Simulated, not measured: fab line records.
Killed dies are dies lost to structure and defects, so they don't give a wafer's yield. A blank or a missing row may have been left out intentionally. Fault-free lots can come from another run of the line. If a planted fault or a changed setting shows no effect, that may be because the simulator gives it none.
Commonality check across tools / flow nand_harc / Sample size 12 lots and 36 wafers

REASON FOR OPENING
Flagged at NHARC_A_CHANNEL_HOLE_D2_INSPECT_12: reading raw_defect_count, on 2 of 12 lots. No-fault wafers: 25, standard deviation 22.
Rule: a lot is flagged when every wafer of it that has a number lies more than 4 standard deviations from that mean, or none has a number. The other lots count as sound.

lot=L827; measured=day 14 11:02; on=defect_inspect-01; raw_defect_count, wafer by wafer=53 52 59; flag=
lot=L828; measured=day 14 12:34; on=defect_inspect-02; raw_defect_count, wafer by wafer=4 6 5; flag=
lot=L832; measured=day 15 05:40; on=defect_inspect-02; raw_defect_count, wafer by wafer=6 11 7; flag=
lot=L833; measured=day 15 06:53; on=defect_inspect-02; raw_defect_count, wafer by wafer=58 59 67; flag=
lot=L835; measured=day 16 09:36; on=defect_inspect-01; raw_defect_count, wafer by wafer=47 60 52; flag=
lot=L837; measured=day 17 17:08; on=defect_inspect-01; raw_defect_count, wafer by wafer=17 15 12; flag=
lot=L839; measured=day 17 21:31; on=defect_inspect-01; raw_defect_count, wafer by wafer=12 10 13; flag=
lot=L842; measured=day 19 14:10; on=defect_inspect-01; raw_defect_count, wafer by wafer=370 399 395; flag=FLAGGED
lot=L843; measured=day 20 08:23; on=defect_inspect-02; raw_defect_count, wafer by wafer=394 408 404; flag=FLAGGED
lot=L848; measured=day 22 03:42; on=defect_inspect-02; raw_defect_count, wafer by wafer=4 6 6; flag=
lot=L849; measured=day 22 15:10; on=defect_inspect-02; raw_defect_count, wafer by wafer=2 1 5; flag=
lot=L850; measured=day 22 20:13; on=defect_inspect-01; raw_defect_count, wafer by wafer=36 21 31; flag=
The mean of the flagged lots' numbers is 395, +370 from the usual (+17 standard deviations).

TOOL THAT RAN EACH LOT
The record holds 1 process step before the reading, out of a route of 1302 steps. Each cell gives the tool, then ch followed by the chambers the sampled wafers passed through, then the start.
lot=L827; flag=; NHARC_A_CHANNEL_HOLE_D2_DEP_01=pecvd-04 ch 0,2, day 14 10:13
lot=L828; flag=; NHARC_A_CHANNEL_HOLE_D2_DEP_01=pecvd-04 ch 0,1,2, day 14 11:43
lot=L832; flag=; NHARC_A_CHANNEL_HOLE_D2_DEP_01=pecvd-01 ch 0,1,2, day 15 04:52
lot=L833; flag=; NHARC_A_CHANNEL_HOLE_D2_DEP_01=pecvd-04 ch 0,1,2, day 15 06:14
lot=L835; flag=; NHARC_A_CHANNEL_HOLE_D2_DEP_01=pecvd-02 ch 0,1,2, day 16 08:47
lot=L837; flag=; NHARC_A_CHANNEL_HOLE_D2_DEP_01=pecvd-02 ch 0,2, day 17 16:17
lot=L839; flag=; NHARC_A_CHANNEL_HOLE_D2_DEP_01=pecvd-02 ch 0,1, day 17 20:43
lot=L842; flag=FLAGGED; NHARC_A_CHANNEL_HOLE_D2_DEP_01=pecvd-04 ch 0,1,2, day 19 13:17
lot=L843; flag=FLAGGED; NHARC_A_CHANNEL_HOLE_D2_DEP_01=pecvd-04 ch 0,1,2, day 20 07:40
lot=L848; flag=; NHARC_A_CHANNEL_HOLE_D2_DEP_01=pecvd-01 ch 0,1,2, day 22 02:53
lot=L849; flag=; NHARC_A_CHANNEL_HOLE_D2_DEP_01=pecvd-02 ch 0,1,2, day 22 14:28
lot=L850; flag=; NHARC_A_CHANNEL_HOLE_D2_DEP_01=pecvd-01 ch 1,2, day 22 19:21
What is done by these steps:
- NHARC_A_CHANNEL_HOLE_D2_DEP_01: deposits SiON, target thk 140 nm.
- NHARC_A_CHANNEL_HOLE_D2_INSPECT_12

FLAGGED AGAINST TOTAL, ONE TOOL AT A TIME (gauges that did the reading follow at the end)
step=NHARC_A_CHANNEL_HOLE_D2_DEP_01; tool=pecvd-01; lots run=3; flagged=0; share of the flagged lots=none; sound lots run after its first flagged lot=-
step=NHARC_A_CHANNEL_HOLE_D2_DEP_01; tool=pecvd-02; lots run=4; flagged=0; share of the flagged lots=none; sound lots run after its first flagged lot=-
step=NHARC_A_CHANNEL_HOLE_D2_DEP_01; tool=pecvd-04; lots run=5; flagged=2; share of the flagged lots=all; sound lots run after its first flagged lot=0
step=NHARC_A_CHANNEL_HOLE_D2_INSPECT_12; tool=defect_inspect-01; lots run=6; flagged=1; share of the flagged lots=some; sound lots run after its first flagged lot=1 (L850)
step=NHARC_A_CHANNEL_HOLE_D2_INSPECT_12; tool=defect_inspect-02; lots run=6; flagged=1; share of the flagged lots=some; sound lots run after its first flagged lot=2 (L848,L849)

WHAT IS ALLOWED BY THE TABLE
Rows of the table that ran each flagged lot: 1, that is pecvd-04 at NHARC_A_CHANNEL_HOLE_D2_DEP_01.
- pecvd-04 at NHARC_A_CHANNEL_HOLE_D2_DEP_01 ran 5 lots, 2 of them flagged. It ran its last sound lot, L833, at day 15 06:14 and its first flagged lot, L842, at day 19 13:17: a fault with its onset between the two fits.
What remains is a single tool, pecvd-04 at NHARC_A_CHANNEL_HOLE_D2_DEP_01.

WHAT WAS PUT IN BY THE SIMULATOR
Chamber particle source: pecvd-04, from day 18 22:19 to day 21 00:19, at NHARC_A_CHANNEL_HOLE_D2_DEP_01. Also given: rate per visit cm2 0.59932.
Lots struck among those shown: L842, L843. The rule above found the same.
